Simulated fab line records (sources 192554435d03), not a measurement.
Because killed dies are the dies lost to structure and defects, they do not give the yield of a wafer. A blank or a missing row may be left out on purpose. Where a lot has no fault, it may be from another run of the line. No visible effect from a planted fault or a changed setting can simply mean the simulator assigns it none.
Which tool is to blame? :: flow n5_finfet :: 10 lots with 30 wafers sampled at 2 steps, on a route of 1938 steps

WHAT THE GAUGES READ, wafer by wafer
N5_BEOL_M4_RC_MEAS_101.
lot: L814
measured: day 7 22:36
on: prober-02
DIBL_N (mV/V): 37.7 35.5 36.2

lot: L815
measured: day 7 23:52
on: prober-01
DIBL_N (mV/V): 36.0 35.7 36.9

lot: L817
measured: day 8 06:26
on: prober-02
DIBL_N (mV/V): 35.5 35.4 37.9

lot: L816
measured: day 8 05:44
on: prober-01
DIBL_N (mV/V): 37.3 38.7 36.8

lot: L818
measured: day 8 21:00
on: prober-02
DIBL_N (mV/V): 37.3 35.2 36.6

lot: L827
measured: day 11 02:11
on: prober-01
DIBL_N (mV/V): 37.0 37.7 36.5

lot: L828
measured: day 11 03:54
on: prober-02
DIBL_N (mV/V): 36.6 35.8 34.6

lot: L829
measured: day 11 12:38
on: prober-02
DIBL_N (mV/V): 37.7 35.5 35.6

lot: L833
measured: day 12 12:56
on: prober-01
DIBL_N (mV/V): 37.7 37.7 36.4

lot: L837
measured: day 14 02:44
on: prober-01
DIBL_N (mV/V): 35.8 35.0 35.1

TOOL THAT RAN EACH LOT (tool first, then ch and the chambers of the sampled wafers, then the start)
lot: L814
N5_BEOL_M1_EXPOSE_08: euv_scanner-01 ch 0, day 6 07:13

lot: L815
N5_BEOL_M1_EXPOSE_08: euv_scanner-01 ch 0, day 6 08:38

lot: L817
N5_BEOL_M1_EXPOSE_08: euv_scanner-01 ch 0, day 6 13:52

lot: L816
N5_BEOL_M1_EXPOSE_08: euv_scanner-02 ch 0, day 6 17:54

lot: L818
N5_BEOL_M1_EXPOSE_08: euv_scanner-01 ch 0, day 7 04:14

lot: L827
N5_BEOL_M1_EXPOSE_08: euv_scanner-01 ch 0, day 9 00:47

lot: L828
N5_BEOL_M1_EXPOSE_08: euv_scanner-01 ch 0, day 9 12:35

lot: L829
N5_BEOL_M1_EXPOSE_08: euv_scanner-01 ch 0, day 9 20:22

lot: L833
N5_BEOL_M1_EXPOSE_08: euv_scanner-02 ch 0, day 10 19:36

lot: L837
N5_BEOL_M1_EXPOSE_08: euv_scanner-02 ch 0, day 12 06:11
- N5_BEOL_M1_EXPOSE_08: exposes mask M1.

THE ANSWER, worked out from the rows above alone
Rule: the lots themselves supply what counts as usual. Put in order of their means at a reading, lots are off if they are a third of the lots or fewer, leave a main group of 4 or more, and stand apart from it by a gap of 3 or more times the standard deviation of the main group's means; of several such gaps the widest counts. A main group whose means are all the same, to the digits that the tables above print for the reading, isn't used. A lot without any number at a reading at which 4 lots or more have one is off too. All remaining lots with rows at the step are treated as sound.
No lot is off at any reading shown: from this, nothing can be told.

WHAT THE SIMULATOR HAD PUT IN
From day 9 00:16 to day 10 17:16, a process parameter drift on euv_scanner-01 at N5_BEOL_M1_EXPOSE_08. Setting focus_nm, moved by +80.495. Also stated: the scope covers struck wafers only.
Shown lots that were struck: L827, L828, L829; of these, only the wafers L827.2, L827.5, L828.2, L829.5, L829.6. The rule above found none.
